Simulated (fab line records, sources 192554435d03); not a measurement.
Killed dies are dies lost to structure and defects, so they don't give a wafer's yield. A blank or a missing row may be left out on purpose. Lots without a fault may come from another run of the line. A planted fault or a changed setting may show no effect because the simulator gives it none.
Split-lot experiment | flow n5_finfet | 7 lots, 21 wafers read, on a route of 1938 steps

THE SPLIT
At N5_BEOL_M8_TRENCH_ETCH_37 (etches SiCOH lowk in C4F6/O2, target depth 93.478 nm, time 31.2 s), the setting bias_w was moved away from the recipe's 185 W on 6 of the 21 wafers read, by -15.0% to +9.9%. The other wafers ran this setting at the recipe's value.

The reading is taken at the split's own step.

THE READING
rf_vpp_V, in V, at N5_BEOL_M8_TRENCH_ETCH_37 (etches SiCOH lowk in C4F6/O2, target depth 93.478 nm, time 31.2 s). Fault-free wafers of this fab line usually give 669 V, standard deviation 9.1 V.

wafer  | tool, chamber at the split | bias_w as run, W | against the recipe | rf_vpp_V, V | against lot-mates on the recipe
L074.2 | rie_diel-03, 3             | 175              | -5.4%              | 649         | -20
L074.5 | rie_diel-03, 2             | 185              | recipe             | 677         | -
L074.6 | rie_diel-03, 1             | 185              | recipe             | 661         | -
L077.1 | rie_diel-03, 2             | 166.8            | -9.8%              | 622         | -48
L077.4 | rie_diel-03, 3             | 185              | recipe             | 678         | -
L077.5 | rie_diel-03, 1             | 185              | recipe             | 661         | -
L080.2 | rie_diel-06, 2             | 157.3            | -15.0%             | 596         | -68
L080.5 | rie_diel-06, 0             | 157.3            | -15.0%             | 596         | -68
L080.6 | rie_diel-06, 3             | 185              | recipe             | 664         | -
L085.1 | rie_diel-03, 3             | 185              | recipe             | 680         | -
L085.4 | rie_diel-03, 2             | 200.4            | +8.3%              | 721         | +42
L085.5 | rie_diel-03, 3             | 185              | recipe             | 678         | -
L087.2 | rie_diel-06, 2             | 203.4            | +9.9%              | 733         | +53
L087.3 | rie_diel-06, 0             | 185              | recipe             | 680         | -
L087.6 | rie_diel-06, 2             | 185              | recipe             | 680         | -
L091.1 | rie_diel-01, 0             | 185              | recipe             | 671         | -
L091.3 | rie_diel-01, 3             | 185              | recipe             | 668         | -
L091.6 | rie_diel-01, 3             | 185              | recipe             | 667         | -
L095.1 | rie_diel-06, 3             | 185              | recipe             | 662         | -
L095.4 | rie_diel-06, 2             | 185              | recipe             | 680         | -
L095.5 | rie_diel-06, 1             | 185              | recipe             | 652         | -

THE FIT
A straight line over all 21 wafers: rf_vpp_V changes by +5.27 V for each +1% of bias_w; r = +0.97; the points scatter about the line by 8.4 V.
The same after taking each lot's own level away (the mean of its wafers on the recipe; 21 wafers): +4.73 V for each +1%; r = +0.98; scatter 6.3 V.
On that fit, the largest move of bias_w shifts the reading by 71 V.
The lots' own levels span 664.0 to 680.0 V, that is 1.8 times the standard deviation above.
So the lot-to-lot level changes the slope: the two fits differ.
Check: with one of the wafers moved furthest among these (-15.0%) left out of the fit, the line predicts -70.8 V for it against its lot-mates. It came out at -68 V against them.
Tool readings at the split's step, against how far the setting was moved: rf_vpp_V r = +0.97.

OTHER SPLITS ON THESE WAFERS
These wafers also went through other splits before the reading. Each is held against what the fit with the lots' levels taken away leaves over:
other split on the same wafers | wafers away from the commonest value | r with rf_vpp_V (lot level and that fit taken away)
N5_BEOL_M5_ETCH_72 bias_w      | 7                                    | -0.16
N5_BEOL_M5_DEP_56 time_s       | 4                                    | -0.28
N5_BEOL_M7_ILD_DEP_00 time_s   | 7                                    | -0.03
N5_BEOL_M7_ETCH_61 source_w    | 10                                   | +0.22
N5_BEOL_M7_COAT_71 spin_rpm    | 9                                    | +0.06
N5_BEOL_M8_ETCH_65 source_w    | 8                                    | -0.13

THE FILE'S OWN FIT
rf_vpp_V changes by +4.75 V for each +1% of bias_w, r = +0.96.
